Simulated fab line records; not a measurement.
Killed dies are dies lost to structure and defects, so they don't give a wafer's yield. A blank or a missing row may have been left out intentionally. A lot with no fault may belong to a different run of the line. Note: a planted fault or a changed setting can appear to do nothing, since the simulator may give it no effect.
A struck lot beside a sound one / flow nand-harc / 17 out of 1159 route steps
Sound: these wafers, L957.1, L957.2, L957.6. Wafers L974.3, L974.5, L974.6 were the ones struck. The cause comes at the end.
For every step that has rows: the tool of each side, followed by ch and its chambers, followed by its first start. Under that, the readings that differ: sound wafers / struck wafers / difference of the means / sigmas: that difference in standard deviations of wafers without a fault.
alike: words and numbers the same on both sides, and readings whose means are apart by under 2 such deviations; not compared: readings that were withheld, readings missing a value for some wafer, numbers with overlapping values and no deviation given by the record, and bounds like >300 which may hide the same value.
A row with sigmas, a row that says differs or no value, or rows on one side alone: a step with any of these is where the two part. Numbers that don't overlap but have no deviation are shown without sigmas and don't part them. Lack of a reading on every wafer of one side parts them only where that side has two or more wafers.

NHARC_P_M2_INSPECT_11:
  sound on defect-inspect-02, day 7 11:20; struck on defect-inspect-01, day 11 12:24
  alike: raw-defect-count
NHARC_P_M2_DESCUM_14: chemistry O2, time 3 s.
  sound on rie-diel-03 ch 1,3, day 7 11:25; struck on rie-diel-03 ch 0,3, day 11 12:30
reading=oes-product-au (a.u.); sound=0.993 0.978 0.995; struck=1.012 1.015 1.025; difference=+0.029; sigmas=+3
  alike: drypump-motor-current-A, rf-vpp-V, showerhead-plenum-p-Torr, throttle-valve-pct
  not compared: rf-hours-counter-h
then, 1 step without rows for these wafers: NHARC_P_M2_ETCH_35 (etches the open film in N2/H2, target depth 40 nm, overetch 12 nm, time 43.94 s).
NHARC_P_M2_ETCH_15: etches the open film in C4F8/Ar, target depth 182.5 nm, time 91.2 s.
  sound on rie-diel-03 ch 0,1; struck on rie-diel-03 ch 0,3, day 11 12:45
  alike: oes-product-au, rf-vpp-V
  not compared: rf-hours-counter-h
NHARC_P_M2_CD_MEAS_16:
  sound on cd-sem-02, day 7 11:42; struck on cd-sem-03, day 11 12:55
  alike: cd-nm
then, 1 step without rows for these wafers: NHARC_P_M2_STRIP_18 (strips in N2/H2).
NHARC_P_M2_ETCH_28: etches the open film in CF4/N2, target depth 30 nm, time 72.99 s.
  sound on rie-diel-03 ch 0,1,2; struck on rie-diel-03 ch 0,3, day 11 13:24
  alike: drypump-motor-current-A, oes-product-au, rf-vpp-V, showerhead-plenum-p-Torr, throttle-valve-pct
  not compared: rf-hours-counter-h
then, 2 steps without rows for these wafers: NHARC_P_M2_STRIP_19 (strips in post etch residue remover, time 600 s); NHARC_P_M2_DEGAS_29 (time 60 s).
NHARC_P_M2_PRE_CLEAN_30: time 30 s.
  sound on pvd-sputter-01; struck on pvd-sputter-03
  alike: heater-power-w
then, 1 step without rows for these wafers: NHARC_P_M2_PVD_20 (deposits TaN, target thk 5 nm, time 8.06 s).
NHARC_P_M2_PVD_21: deposits Cu, target thk 30 nm, time 20.49 s.
  sound on pvd-sputter-01; struck on pvd-sputter-03
  alike: throttle-valve-pct
NHARC_P_M2_ECD_22: material Cu, target thk 400 nm.
  sound on ecd-cu-02 ch 0,1, day 7 12:49; struck on ecd-cu-02 ch 0,1, day 11 14:49
then, 1 step without rows for these wafers: NHARC_P_M2_ANNEAL_31 (time 90 s).
NHARC_P_M2_CMP_23: polishes, t overpolish 20 s, target thk 144.3 nm.
  sound on cmp-01 ch 0,1,3, day 7 13:54; struck on cmp-01 ch 2,3, day 11 15:29
reading=time-to-endpoint-s (s); sound=29.5 29.8 29.0; struck=55.9 54.5 55.0; difference=+25.7; sigmas=+10
  alike: motor-current-A
NHARC_P_M2_THK_MEAS_24: measures by xrf.
  sound on film-metro-01, day 7 14:11; struck on film-metro-01, day 11 15:48
  alike: thk-nm
following that, these wafers have no rows for 1 step: NHARC_END_SORT_01.

WHERE THEY PART
Earliest at NHARC_P_M2_DESCUM_14; latest, in this record, at NHARC_P_M2_CMP_23. Later steps at which nothing parts them and some readings are alike: NHARC_P_M2_THK_MEAS_24.

WHY: the cause the simulator had injected
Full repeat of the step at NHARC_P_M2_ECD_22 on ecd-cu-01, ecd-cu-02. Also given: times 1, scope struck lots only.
